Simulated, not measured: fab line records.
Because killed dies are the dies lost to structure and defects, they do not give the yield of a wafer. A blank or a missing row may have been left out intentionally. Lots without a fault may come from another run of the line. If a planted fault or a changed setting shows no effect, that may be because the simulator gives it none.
Which tool was responsible?    flow nand-harc    13 lots with 39 wafers sampled at 5 steps, on a route of 1159 steps

== WHAT THE GAUGES SHOWED, per wafer ==
NHARC_END_SORT_01. Usual: killed-at-array 21, standard deviation 8.9; killed-at-other 0.8, standard deviation 1.3; killed-at-periphery 3.6, standard deviation 2.4; killed-dies 26, standard deviation 8.9; killed-open 3.1, standard deviation 1.8; killed-short 1.9, standard deviation 1.3.
lot   measured      on         killed-at-array  killed-at-other  killed-at-periphery  killed-dies  killed-open  killed-short  flag
L991  day 19 14:55  prober-01  17 17 20         0 1 3            4 0 1                21 18 24     3 0 0        3 0 3         
L993  day 19 22:40  prober-02  28 24 36         0 0 0            3 0 1                31 24 37     1 5 3        4 1 0         
L996  day 19 22:52  prober-01  14 14 29         0 0 2            2 2 6                16 16 37     0 1 5        2 0 3         
L100  day 22 13:22  prober-02  30 33 23         2 1 2            3 4 4                35 38 29     1 2 1        3 2 2         
L103  day 22 19:32  prober-01  30 40 28         2 0 0            645 637 649          677 677 677  4 5 4        1 2 0         OFF
L104  day 22 12:31  prober-01  15 8 8           0 1 7            662 668 662          677 677 677  5 2 2        0 1 0         OFF
L105  day 23 07:30  prober-01  24 28 19         1 1 0            652 648 658          677 677 677  2 3 3        3 3 1         OFF
L107  day 23 23:44  prober-02  16 16 13         2 0 0            2 5 1                20 21 14     6 6 2        3 2 3         
L108  day 23 23:53  prober-01  22 28 20         0 0 0            4 2 3                26 30 23     5 3 1        1 2 3         
L113  day 24 20:52  prober-01  18 15 21         0 0 0            4 6 3                22 21 24     1 2 5        2 2 0         

== WHICH TOOL RAN EACH LOT (tool, then ch and the chambers of the sampled wafers, then the start) ==
lot   NHARC_P_ZERO_WELL_IMPLANT_60    NHARC_P_GATE_ETCH_114                          NHARC_P_GATE_RTA_82               NHARC_P_M0_DEGAS_28
L990  implanter-02 ch 0, day 1 16:48  rie-diel-07 ch 0,1, day 5 12:29 or earlier     rtp-anneal-02 ch 0, day 5 12:29   pvd-sputter-02, day 6 04:07
L991  implanter-02 ch 0, day 1 22:48  rie-diel-03 ch 1,2, day 5 22:58 or earlier     rtp-anneal-01 ch 0, day 5 22:58   pvd-sputter-01, day 6 11:04
L993  implanter-01 ch 0, day 2 10:40  rie-diel-03 ch 1,2, day 6 07:32 or earlier     rtp-anneal-02 ch 0, day 6 07:32   pvd-sputter-03, day 6 20:46
L996  implanter-01 ch 0, day 3 04:40  rie-diel-03 ch 0,3, day 6 17:53 or earlier     rtp-anneal-02 ch 0, day 6 17:53   pvd-sputter-02, day 7 01:58
L100  implanter-01 ch 0, day 4 05:01  rie-diel-06 ch 0,3, day 8 08:25 or earlier     rtp-anneal-01 ch 0, day 8 08:25   pvd-sputter-01, day 8 15:28
L103  implanter-01, day 4 23:07       -                                              -                                 -
L104  implanter-01, day 5 04:33       -                                              -                                 -
L105  implanter-02, day 5 10:53       -                                              -                                 -
L107  implanter-01 ch 0, day 5 22:49  rie-diel-07 ch 1,2,3, day 9 18:59 or earlier   rtp-anneal-02 ch 0, day 9 18:59   pvd-sputter-01, day 10 06:11
L108  implanter-02 ch 0, day 6 04:48  rie-diel-07 ch 0,2,3, day 9 19:55 or earlier   rtp-anneal-02 ch 0, day 9 19:55   pvd-sputter-01, day 10 06:35
L110  implanter-01 ch 0, day 6 16:52  rie-diel-07 ch 0,1, day 10 05:45 or earlier    rtp-anneal-02 ch 0, day 10 05:45  pvd-sputter-02, day 10 15:58
L111  implanter-01 ch 0, day 6 22:49  rie-diel-07 ch 0,1, day 10 21:40 or earlier    rtp-anneal-01 ch 0, day 10 21:40  pvd-sputter-03, day 11 11:05
L113  implanter-02 ch 0, day 7 10:41  rie-diel-06 ch 0,1,2, day 11 09:19 or earlier  rtp-anneal-01 ch 0, day 11 09:19  pvd-sputter-01, day 12 01:18
- NHARC_P_ZERO_WELL_IMPLANT_60
- NHARC_P_GATE_ETCH_114: etches the open film in CF4/O2, target depth 30 nm, overetch 3 nm, time 16.5 s.
- NHARC_P_GATE_RTA_82: time 30 s.
- NHARC_P_M0_DEGAS_28: time 60 s.

== WHAT THE TOOLS THEMSELVES READ (means of the sampled wafers that have a number; where no wafer has one, the mark that the record gives instead) ==
NHARC_P_ZERO_WELL_IMPLANT_60. Usual: beam-energy-keV 30.000, standard deviation 0.0085; beam-on-s 10.00 s, standard deviation 0.21.
lot   tool          beam-energy-keV  beam-on-s (s)  flag
L990  implanter-02  30.006           10.06          
L991  implanter-02  29.998           9.86           
L993  implanter-01  29.991           9.89           
L996  implanter-01  30.010           9.89           
L100  implanter-01  30.001           9.91           
L103  implanter-01  -                -              OFF
L104  implanter-01  -                -              OFF
L105  implanter-02  -                -              OFF
L107  implanter-01  30.004           10.04          
L108  implanter-02  29.995           10.12          
L110  implanter-01  29.997           9.95           
L111  implanter-01  29.995           10.21          
L113  implanter-02  29.990           9.91           

NHARC_P_GATE_ETCH_114. Usual: drypump-motor-current-A 5.4 A, standard deviation 0.35; oes-product-au 0.998 a.u., standard deviation 0.01; rf-vpp-V 198.1 V, standard deviation 1.7; showerhead-plenum-p-Torr 1.35 Torr, standard deviation 0.063; throttle-valve-pct 13.399 %, standard deviation 0.0091.
lot   tool         drypump-motor-current-A (A)  oes-product-au (a.u.)  rf-vpp-V (V)  showerhead-plenum-p-Torr (Torr)  throttle-valve-pct (%)  flag
L990  rie-diel-07  5.3                          1.007                  199.8         1.40                             13.396                  
L991  rie-diel-03  5.8                          1.005                  199.1         1.39                             13.404                  
L993  rie-diel-03  5.2                          1.004                  199.0         1.39                             13.398                  
L996  rie-diel-03  5.5                          0.997                  195.9         1.27                             13.401                  
L100  rie-diel-06  5.8                          0.997                  196.2         1.28                             13.389                  
L107  rie-diel-07  5.5                          0.995                  199.2         1.40                             13.399                  
L108  rie-diel-07  5.4                          0.985                  199.1         1.39                             13.398                  
L110  rie-diel-07  5.4                          1.007                  199.3         1.40                             13.397                  
L111  rie-diel-07  5.2                          1.000                  198.9         1.39                             13.402                  
L113  rie-diel-06  5.4                          0.999                  195.8         1.27                             13.398                  

NHARC_P_GATE_RTA_82. Usual: lamp-power-pct 3.81 %, standard deviation 0.11; lamp_zone_1_pct 3.81 %, standard deviation 0.11; wafer_temp_C_max 451.9, standard deviation 0.44.
lot   tool           lamp-power-pct (%)  lamp_zone_1_pct (%)  wafer_temp_C_max  flag
L990  rtp-anneal-02  3.94                3.94                 451.9             
L991  rtp-anneal-01  3.71                3.71                 452.1             
L993  rtp-anneal-02  3.94                3.94                 451.9             
L996  rtp-anneal-02  3.94                3.94                 451.6             
L100  rtp-anneal-01  3.71                3.71                 452.2             
L107  rtp-anneal-02  3.94                3.94                 451.7             
L108  rtp-anneal-02  3.94                3.94                 451.7             
L110  rtp-anneal-02  3.94                3.94                 451.3             
L111  rtp-anneal-01  3.71                3.71                 452.0             
L113  rtp-anneal-01  3.71                3.71                 452.2             

NHARC_P_M0_DEGAS_28. Usual: heater-power-w 325 W, standard deviation 31.
lot   tool            heater-power-w (W)  flag
L990  pvd-sputter-02  314                 
L991  pvd-sputter-01  317                 
L993  pvd-sputter-03  331                 
L996  pvd-sputter-02  349                 
L100  pvd-sputter-01  319                 
L107  pvd-sputter-01  300                 
L108  pvd-sputter-01  303                 
L110  pvd-sputter-02  358                 
L111  pvd-sputter-03  314                 
L113  pvd-sputter-01  310                 

== THE ANSWER, worked out from the rows above alone ==
Rule: a lot is off if the mean of its wafers that have a number lies more than 3 standard deviations from the usual mean. Also off: a lot with no number at a reading for which 4 or more lots have one. Where the step has rows for the other lots, those lots are counted as sound. After the gauges, taken in route order, come the tools' own readings; for these a lot's mean is taken, as printed above. At the first step where some lot is off, the reading lying furthest off is the one used; lots without a number count as furthest.
Off, at NHARC_END_SORT_01 on killed-at-periphery: L103, L104, L105. Neither off nor sound, because the step has no rows for them: L990, L110, L111.
If a tool, at a process step before that reading, ran all the lots that are off and no sound lot after the first of them, it fits. Not tried: the gauges at NHARC_END_SORT_01; whatever is off there is also off at NHARC_P_ZERO_WELL_IMPLANT_60, on other tools, and gauge error can't account for it. NHARC_P_GATE_ETCH_114 gives no start for some lots, so the hours and the order of its lots are those of NHARC_P_GATE_RTA_82. No candidate that was tried fits.

== WHAT THE SIMULATOR PUT IN ==
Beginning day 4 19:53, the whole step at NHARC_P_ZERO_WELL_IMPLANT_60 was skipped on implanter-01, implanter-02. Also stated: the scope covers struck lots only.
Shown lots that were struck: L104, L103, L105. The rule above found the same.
